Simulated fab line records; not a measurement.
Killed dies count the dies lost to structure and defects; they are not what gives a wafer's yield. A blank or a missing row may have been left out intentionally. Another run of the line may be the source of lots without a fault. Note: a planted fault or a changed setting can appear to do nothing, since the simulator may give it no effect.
Matching of chambers | flow n5_finfet | N5_MOL_CONTACT_COAG_ETCH_65 on rie_diel-05: 4 sister chambers
The step etches underlayer in N2/H2, target depth 13 nm, time 10.4 s. 18 wafers are shown with their chamber, then 9 later ones without.

== WAFERS, EACH WITH ITS CHAMBER ==
wafer  | chamber | showerhead_plenum_p_Torr (Torr) | throttle_valve_pct (%) | oes_product_au (a.u.)
L082.1 | 1       | 2.42                            | 17.79                  | 0.60
L082.2 | 3       | 2.51                            | 17.77                  | 0.61
L082.3 | 2       | 2.73                            | 17.53                  | 0.80
L085.3 | 2       | 2.73                            | 17.57                  | 0.78
L085.4 | 2       | 2.73                            | 17.56                  | 0.78
L085.6 | 0       | 2.68                            | 17.96                  | 0.69
L086.1 | 0       | 2.68                            | 17.94                  | 0.69
L086.4 | 0       | 2.68                            | 17.95                  | 0.69
L086.5 | 2       | 2.73                            | 17.57                  | 0.78
L087.2 | 0       | 2.68                            | 17.95                  | 0.68
L087.5 | 3       | 2.51                            | 17.78                  | 0.60
L087.6 | 0       | 2.68                            | 17.93                  | 0.68
L088.3 | 2       | 2.72                            | 17.58                  | 0.76
L088.4 | 0       | 2.68                            | 17.96                  | 0.68
L088.6 | 3       | 2.51                            | 17.78                  | 0.60
L089.3 | 2       | 2.72                            | 17.58                  | 0.77
L089.4 | 3       | 2.51                            | 17.80                  | 0.61
L089.6 | 0       | 2.68                            | 17.95                  | 0.68

SIGNATURES (averages over the wafers above)
reading                  | chamber 0 | chamber 1 | chamber 2 | chamber 3 | scatter within a chamber
showerhead_plenum_p_Torr | 2.6800    | 2.4200    | 2.7267    | 2.5100    | 0.00309
throttle_valve_pct       | 17.9486   | 17.7900   | 17.5650   | 17.7825   | 0.0144
oes_product_au           | 0.6843    | 0.6000    | 0.7783    | 0.6050    | 0.00908
Rule: a wafer lies at a distance from a chamber equal to the root of the sum of squares, over the readings, of (its reading less the chamber's mean, divided by the reading's scatter). The wafer belongs to the nearest chamber; if the next one is less than 2 further off, it can't be placed. The scatter is the square root of a quotient: the sum, over the shown wafers, of each reading's squared deviation from its chamber's mean, divided by wafers minus chambers.

== WAFERS WHOSE CHAMBER IS MISSING ==
wafer  | showerhead_plenum_p_Torr (Torr) | throttle_valve_pct (%) | oes_product_au (a.u.)
L093.1 | 2.51                            | 17.79                  | 0.60
L093.2 | 2.68                            | 17.98                  | 0.68
L093.5 | 2.41                            | 17.83                  | 0.59
L096.1 | 2.40                            | 17.85                  | 0.58
L096.2 | 2.72                            | 17.59                  | 0.75
L096.3 | 2.50                            | 17.81                  | 0.60
L097.2 | 2.40                            | 17.84                  | 0.58
L097.4 | 2.50                            | 17.82                  | 0.60
L097.6 | 2.50                            | 17.81                  | 0.59

== WHICH CHAMBER EACH ONE RAN IN ==
wafer  | from the rows above | in truth
L093.1 | 3                   | 3
L093.2 | 0                   | 0
L093.5 | 1                   | 1
L096.1 | 1                   | 1
L096.2 | 2                   | 2
L096.3 | 3                   | 3
L097.2 | 1                   | 1
L097.4 | 3                   | 3
L097.6 | 3                   | 3
Correct placement for 9 of the 9. From these rows, 0 cannot be placed. Placed wrongly: 0.
